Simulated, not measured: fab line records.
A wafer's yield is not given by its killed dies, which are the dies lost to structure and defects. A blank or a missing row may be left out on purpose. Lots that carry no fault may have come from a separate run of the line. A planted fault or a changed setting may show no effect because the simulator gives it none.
fab line records ; flow n5-finfet
record lots=7; wafers=21
route steps=1938 shown BEOL_M15@1801 MIM_BOT_LITHO@1858 PASSIVATION@1921
start-h: start of the lot's first displayed wafer, in hours after the record's first day ; wait-h: hours from the lot's prior step to this one ; " same as the row above ; L1.1+2: a single row standing in for several wafers ; - either no value or no given start ; * or withheld: withheld ; < > ~ a bound
route shown NAME@n: NAME is a module with steps in the file, n the number in the route of the first one ; usual: mean/standard deviation of fault-free wafers ; same: alike in all rows ; chamber/n: place in a boat ; sites: each site's reading ; _std_site: their standard deviation ; _edge_site: mean of outer sites minus mean of inner sites ; radius-mm: how far each site lies from the wafer's centre ; mask NAME#n: copy n ; behind: the tool/chamber that last shaped the wafer ; hold: why the lot went on hold/how many hours it stayed there/how the hold came to an end ; device: names the non-switching transistor (n, p or np) ; end of line: tests run on the same wafers once the route is complete ; for a step that has no rows: nothing shown but its recipe ; killed: the dies lost at the first sort to structure and to defects; this is not the yield of the wafer ; map: per-die view of a wafer (x killed, . not killed, _ where there is no die)
set.NAME: the run value of the setting; set.NAME@STEP: its run value at that earlier step ; model.NAME: the simulator's own value behind a step, which no gauge read
one table per step and one row per wafer, for lots whose settings were changed on purpose
## steps
# step N5_BEOL_M15_PEB_26
# recipe peb-temp-c=130; peb-time-s=90
lot.wafer;tool;chamber;start-h;wait-h;set.peb-time-s
L074.2+4+6;litho-track-03;0;274.13;0.0;90
L076.1+4;litho-track-04;0;281.82;0.1;90
L076.6;litho-track-04;0;281.82;0.1;78.33
L080.1+4;litho-track-05;0;307.89;0.1;102.5
L080.5;litho-track-05;0;307.89;0.1;90
L089.1;litho-track-04;0;379.18;0.1;83.16
L089.3+5;litho-track-04;0;379.18;0.1;90
L083.1;litho-track-05;0;387.77;0.1;90
L083.3+5;litho-track-05;0;387.77;0.1;72.11
L097.1;litho-track-03;0;433.41;0.1;103.5
L097.2+5;litho-track-03;0;433.41;0.1;90
L096.3+5+6;litho-track-03;0;453.17;0.0;90
# step N5_BEOL_M15_DEVELOP_27
# recipe develop-time-s=45; rinse-liquid=diw; dry=air-spin; dev-temp-c=21
# step N5_BEOL_M15_HARDBAKE_32
# recipe temp-c=130; time-s=120
# step N5_BEOL_M15_CD_MEAS_28
# recipe target-cd-nm=407.6; landing-energy-ev=500; detector=se-inlens
# usual cd-nm=408.0/1.5
lot.wafer;tool;chamber;start-h;wait-h;set.peb-time-s@BEOL_M15_PEB_26;cd-nm
L074.2;cd-sem-01;0;274.25;-;90;407.8
L074.4;cd-sem-01;0;274.25;-;90;407.0
L074.6;cd-sem-01;0;274.25;-;90;407.1
L076.1;cd-sem-01;0;281.94;-;90;407.1
L076.4;cd-sem-01;0;281.94;-;90;405.2
L076.6;cd-sem-01;0;281.94;-;78.33;401.3
L080.1;cd-sem-02;0;308.01;-;102.5;413.0
L080.4;cd-sem-02;0;308.01;-;102.5;409.6
L080.5;cd-sem-02;0;308.01;-;90;405.9
L089.1;cd-sem-02;0;379.29;-;83.16;407.7
L089.3;cd-sem-02;0;379.29;-;90;409.6
L089.5;cd-sem-02;0;379.29;-;90;409.3
L083.1;cd-sem-01;0;387.88;-;90;409.7
L083.3;cd-sem-01;0;387.88;-;72.11;399.6
L083.5;cd-sem-01;0;387.88;-;72.11;400.0
L097.1;cd-sem-03;0;433.52;-;103.5;413.8
L097.2;cd-sem-03;0;433.52;-;90;408.7
L097.5;cd-sem-03;0;433.52;-;90;408.7
L096.3;cd-sem-01;0;453.28;-;90;407.7
L096.5;cd-sem-01;0;453.28;-;90;408.9
L096.6;cd-sem-01;0;453.28;-;90;406.9
# step N5_BEOL_M15_DESCUM_33
# recipe chemistry=O2; time-s=7.9; source-power-w=50; bias-power-w=20; pressure-mtorr=20; rf-frequency-hz=2.712e+07; temp-c=40; o2-flow-sccm=225
lot.wafer;tool;chamber;start-h;wait-h;set.peb-time-s@BEOL_M15_PEB_26;model.BEOL_M15.cd-nm
L074.2;rie-diel-02;1;274.34;0.0;90;408
L074.4;rie-diel-02;2;274.34;0.0;90;407
L074.6;rie-diel-02;3;274.34;0.0;90;407.2
L076.1;rie-diel-06;0;282.16;0.2;90;406.8
L076.4;rie-diel-06;1;282.16;0.2;90;405.4
L076.6;rie-diel-06;0;282.16;0.2;78.33;401.6
L080.1;rie-diel-03;2;308.10;0.0;102.5;413.2
L080.4;rie-diel-03;1;308.10;0.0;102.5;409.8
L080.5;rie-diel-03;0;308.10;0.0;90;406
L089.1;rie-diel-03;3;379.46;0.1;83.16;407.8
L089.3;rie-diel-03;1;379.46;0.1;90;409.6
L089.5;rie-diel-03;3;379.46;0.1;90;409
L083.1;rie-diel-02;3;388.26;0.3;90;409.4
L083.3;rie-diel-02;2;388.26;0.3;72.11;399.6
L083.5;rie-diel-02;1;388.26;0.3;72.11;400
L097.1;rie-diel-03;3;433.90;0.3;103.5;413.6
L097.2+5;rie-diel-03;1,0;433.90;0.3;90;408.4
L096.3;rie-diel-03;1;453.37;0.0;90;407.6
L096.5;rie-diel-03;3;453.37;0.0;90;408.8
L096.6;rie-diel-03;0;453.37;0.0;90;407.2
# step N5_BEOL_M15_ETCH_61
# recipe chemistry=N2/H2; target=BARC; target-depth-a=890; overetch-a=267; time-s=67.9; ion-energy-ev=200; pressure-mtorr=30; source-w=840; bias-w=150; n2-flow-sccm=200; h2-flow-sccm=200
# step N5_BEOL_M15_TRENCH_ETCH_34
# recipe chemistry=C4F8/O2/Ar; target=SiO2; target-depth-a=8729.3; he-inner-torr=15; he-outer-torr=30; time-s=199; ion-energy-ev=800; pressure-mtorr=20; source-w=1905; bias-w=2040; Ar_flow_sccm=400; C4F8_flow_sccm=16; O2_flow_sccm=12
lot.wafer;tool;chamber;start-h;wait-h;set.peb-time-s@BEOL_M15_PEB_26;model.BEOL_M15.cd-nm
L074.2;rie-diel-02;1;274.42;0.0;90;400.8
L074.4;rie-diel-02;2;274.42;0.0;90;398.6
L074.6;rie-diel-02;3;274.42;0.0;90;399.4
L076.1;rie-diel-06;0;282.25;0.0;90;398.6
L076.4;rie-diel-06;1;282.25;0.0;90;397.4
L076.6;rie-diel-06;0;282.25;0.0;78.33;394.4
L080.1;rie-diel-03;2;308.18;0.0;102.5;405
L080.4;rie-diel-03;1;308.18;0.0;102.5;402.8
L080.5;rie-diel-03;0;308.18;0.0;90;398
L089.1;rie-diel-03;3;379.55;0.0;83.16;399.8
L089.3;rie-diel-03;1;379.55;0.0;90;402.6
L089.5;rie-diel-03;3;379.55;0.0;90;401.6
L083.1;rie-diel-02;3;388.35;0.0;90;402.2
L083.3;rie-diel-02;2;388.35;0.0;72.11;391.2
L083.5;rie-diel-02;1;388.35;0.0;72.11;392.8
L097.1;rie-diel-03;3;433.98;0.0;103.5;404.2
L097.2;rie-diel-03;1;433.98;0.0;90;401.6
L097.5;rie-diel-03;0;433.98;0.0;90;400.6
L096.3;rie-diel-03;1;453.46;0.0;90;400.2
L096.5;rie-diel-03;3;453.46;0.0;90;399.8
L096.6;rie-diel-03;0;453.46;0.0;90;398.6
# step N5_MIM_BOT_LITHO_EXPOSE_05
# recipe mask-id=MIM_BOT; na=0.55; source-shape=conventional; sigma-outer=0.8; polarization=unpolarized; dose-mj=24.25
lot.wafer;tool;chamber;start-h;wait-h;mask;set.dose-mj
L074.2+4+6;krf-scanner-02;0;280.44;-;MIM_BOT#0;24.25
L076.1+4+6;krf-scanner-02;0;290.24;-;MIM_BOT#0;24.25
L080.1;krf-scanner-01;0;315.00;-;MIM_BOT#0;24.25
L080.4+5;krf-scanner-01;0;315.00;-;MIM_BOT#0;23.09
L089.1+3+5;krf-scanner-02;0;393.04;-;MIM_BOT#0;24.25
L083.1+3+5;krf-scanner-01;0;397.81;-;MIM_BOT#0;24.25
L097.1+5;krf-scanner-02;0;440.10;-;MIM_BOT#0;25.68
L097.2;krf-scanner-02;0;440.10;-;MIM_BOT#0;24.25
L096.3;krf-scanner-01;0;461.23;-;MIM_BOT#0;25.55
L096.5+6;krf-scanner-01;0;461.23;-;MIM_BOT#0;24.25
# step N5_MIM_BOT_LITHO_PEB_06
# recipe peb-temp-c=withheld; peb-time-s=*
# step N5_MIM_BOT_LITHO_DEVELOP_07
# recipe develop-time-s=60; rinse-liquid=diw; dry=air-spin; dev-temp-c=21
# step N5_MIM_BOT_LITHO_HARDBAKE_09
# recipe temp-c=130; time-s=120
# step N5_MIM_BOT_LITHO_CD_MEAS_08
# recipe target-cd-nm=3000; landing-energy-ev=500; detector=se-inlens; polarity=opening
# usual cd-nm=2999.5/1.5
lot.wafer;tool;chamber;start-h;wait-h;set.dose-mj@MIM_BOT_LITHO_EXPOSE_05;cd-nm
L074.2;cd-sem-01;0;280.61;-;24.25;2998.3
L074.4;cd-sem-01;0;280.61;-;24.25;2998.9
L074.6;cd-sem-01;0;280.61;-;24.25;2997.9
L076.1;cd-sem-03;0;290.42;-;24.25;2997.2
L076.4;cd-sem-03;0;290.42;-;24.25;2996.7
L076.6;cd-sem-03;0;290.42;-;24.25;2995.2
L080.1;cd-sem-03;0;315.18;-;24.25;3001.0
L080.4;cd-sem-03;0;315.18;-;23.09;2991.7
L080.5;cd-sem-03;0;315.18;-;23.09;2988.9
L089.1;cd-sem-01;0;393.22;-;24.25;2999.1
L089.3;cd-sem-01;0;393.22;-;24.25;2997.7
L089.5;cd-sem-01;0;393.22;-;24.25;2999.1
L083.1;cd-sem-01;0;397.99;-;24.25;2997.6
L083.3;cd-sem-01;0;397.99;-;24.25;2999.4
L083.5;cd-sem-01;0;397.99;-;24.25;2997.5
L097.1;cd-sem-01;0;440.27;-;25.68;3010.6
L097.2;cd-sem-01;0;440.27;-;24.25;2999.5
L097.5;cd-sem-01;0;440.27;-;25.68;3008.2
L096.3;cd-sem-02;0;461.39;-;25.55;3008.9
L096.5;cd-sem-02;0;461.39;-;24.25;2999.2
L096.6;cd-sem-02;0;461.39;-;24.25;2999.0
# step N5_PASSIVATION_EXPOSE_41
# recipe mask-id=PASS_OPEN; na=0.55; defocus-nm=0; source-shape=conventional; sigma-outer=0.8; polarization=unpolarized; target-cd-nm=40000; dose-mj=57.25
lot.wafer;tool;chamber;start-h;wait-h;mask;set.dose-mj
L074.2+4+6;krf-scanner-01;0;286.12;-;PASS_OPEN#0;57.25
L076.1+6;krf-scanner-01;0;295.82;-;PASS_OPEN#0;57.25
L076.4;krf-scanner-01;0;295.82;-;PASS_OPEN#0;53.84
L080.1+5;krf-scanner-01;0;322.37;-;PASS_OPEN#0;57.25
L080.4;krf-scanner-01;0;322.37;-;PASS_OPEN#0;60.13
L089.1+5;krf-scanner-01;0;399.79;-;PASS_OPEN#0;57.25
L089.3;krf-scanner-01;0;399.79;-;PASS_OPEN#0;53.11
L083.1+5;krf-scanner-01;0;405.00;-;PASS_OPEN#0;57.25
L083.3;krf-scanner-01;0;405.00;-;PASS_OPEN#0;54.35
L097.1+2+5;krf-scanner-02;0;450.72;-;PASS_OPEN#0;57.25
L096.3+5+6;krf-scanner-02;0;468.66;-;PASS_OPEN#0;57.25
## key
split step=N5_BEOL_M15_PEB_26; setting=peb-time-s; stated=90; by=wafer
response step=N5_BEOL_M15_CD_MEAS_28; reading=cd-nm; change=+0.408; per=1%; r=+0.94
response step=N5_BEOL_M15_DESCUM_33; reading=model.BEOL_M15.cd-nm; change=+0.399; per=1%; r=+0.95
response step=N5_BEOL_M15_TRENCH_ETCH_34; reading=model.BEOL_M15.cd-nm; change=+0.381; per=1%; r=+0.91
split step=N5_MIM_BOT_LITHO_EXPOSE_05; setting=dose-mj; stated=24.25; by=wafer
response step=N5_MIM_BOT_LITHO_CD_MEAS_08; reading=cd-nm; change=+1.87; per=1%; r=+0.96
split step=N5_PASSIVATION_EXPOSE_41; setting=dose-mj; stated=57.25; by=wafer
response none in this file
